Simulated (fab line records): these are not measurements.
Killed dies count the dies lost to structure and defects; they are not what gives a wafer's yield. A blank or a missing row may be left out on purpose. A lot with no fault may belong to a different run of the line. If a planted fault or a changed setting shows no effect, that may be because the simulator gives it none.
Split-lot study | flow n5Finfet | on a route of 1938 steps: 7 lots, 21 wafers read

## THE SPLIT
At N5_DUMMY_GATE_EXPOSE_12 (exposes mask GATE, target cd 25 nm), the setting doseMj was moved away from the recipe's 34 on 3 of the 21 wafers read, by +5.1% to +6.8%. The other wafers ran this setting at the recipe's value.

## FROM THE SPLIT TO THE READING: what the file shows between them, 7 steps
- N5_DUMMY_GATE_PEB_13: peb time 60 s
- N5_DUMMY_GATE_DEVELOP_14: develop time 30 s
- N5_DUMMY_GATE_DESCUM_20: chemistry O2, time 6.2 s
- N5_DUMMY_GATE_ETCH_29: etches underlayer in N2/H2, target depth 13 nm
- N5_DUMMY_GATE_ETCH_36: etches SiARC in CF4, target depth 13 nm
- N5_DUMMY_GATE_STRIP_38: strips in N2/H2
- N5_DUMMY_GATE_STRIP_39: strips in N2/H2

## THE READING
DUMMY_GATE.cdNm (the simulator's own value, which no gauge read), in nm, at N5_DUMMY_GATE_TRIM_49 (chemistry O2, time 29 s, target cd 14 nm). There is no usual value for it anywhere in the file. Across the 18 wafers here that went through the recipe, the average is 13.9 nm and the standard deviation 0.35 nm.

wafer  | tool, chamber at the split | doseMj as run | against the recipe | DUMMY_GATE.cdNm, nm | against lot-mates on the recipe
L076.1 | euvScanner-02, 0           | 34            | recipe             | 13.2                | -
L076.2 | euvScanner-02, 0           | 34            | recipe             | 13.4                | -
L076.5 | euvScanner-02, 0           | 34            | recipe             | 13.6                | -
L077.3 | euvScanner-01, 0           | 35.74         | +5.1%              | 13                  | -0.7
L077.4 | euvScanner-01, 0           | 34            | recipe             | 13.6                | -
L077.6 | euvScanner-01, 0           | 34            | recipe             | 13.8                | -
L082.2 | euvScanner-02, 0           | 34            | recipe             | 14.2                | -
L082.4 | euvScanner-02, 0           | 34            | recipe             | 14                  | -
L082.5 | euvScanner-02, 0           | 34            | recipe             | 14.4                | -
L084.1 | euvScanner-02, 0           | 34            | recipe             | 14                  | -
L084.3 | euvScanner-02, 0           | 36.31         | +6.8%              | 12.8                | -1.2
L084.4 | euvScanner-02, 0           | 36.31         | +6.8%              | 12.8                | -1.2
L085.1 | euvScanner-01, 0           | 34            | recipe             | 14.2                | -
L085.4 | euvScanner-01, 0           | 34            | recipe             | 14                  | -
L085.5 | euvScanner-01, 0           | 34            | recipe             | 14                  | -
L096.2 | euvScanner-01, 0           | 34            | recipe             | 14.6                | -
L096.5 | euvScanner-01, 0           | 34            | recipe             | 14.2                | -
L096.6 | euvScanner-01, 0           | 34            | recipe             | 14.2                | -
L097.1 | euvScanner-01, 0           | 34            | recipe             | 13.8                | -
L097.3 | euvScanner-01, 0           | 34            | recipe             | 14                  | -
L097.4 | euvScanner-01, 0           | 34            | recipe             | 13.6                | -

THE FIT
A straight line over all 21 wafers: DUMMY_GATE.cdNm changes by -0.17 nm for each +1% of doseMj; r = -0.76; the points scatter about the line by 0.34 nm.
The same after taking each lot's own level away (the mean of its wafers on the recipe; 21 wafers): -0.168 nm for each +1%; r = -0.93; scatter 0.15 nm.
The reading moves by 1.1 nm for the largest change in doseMj, on that fit.
The span of the lots' own levels, 13.40 to 14.33 nm, comes to 2.7 times the standard deviation stated above.
So the lot-to-lot level blurs the effect unless lot-mates are compared.
Check: for one of the wafers moved furthest among these (+6.8%), held out of the fit, the line's prediction against its lot-mates is -1.1 nm. Against them it came out at -1.2 nm.

## OTHER SPLITS ON THESE WAFERS
Before the reading, these wafers also passed through other splits. Each is held against what the fit with the lots' levels taken away leaves over:
other split on the same wafers                  | wafers away from the commonest value | r with DUMMY_GATE.cdNm (lot level and that fit taken away)
N5_ZERO_LAYER_PECVD_02 timeS                    | 5                                    | +0.00
N5_PMOS_HMC_CHANNEL_EPI_PEB_07 pebTimeS         | 6                                    | +0.40
N5_PMOS_HMC_CHANNEL_EPI_DEVELOP_08 developTimeS | 7                                    | +0.10
N5_DUMMY_GATE_COAT_09 spinRpm                   | 5                                    | -0.19

## THE FILE'S OWN FIT
DUMMY_GATE.cdNm changes by -0.162 nm for each +1% of doseMj, r = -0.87.
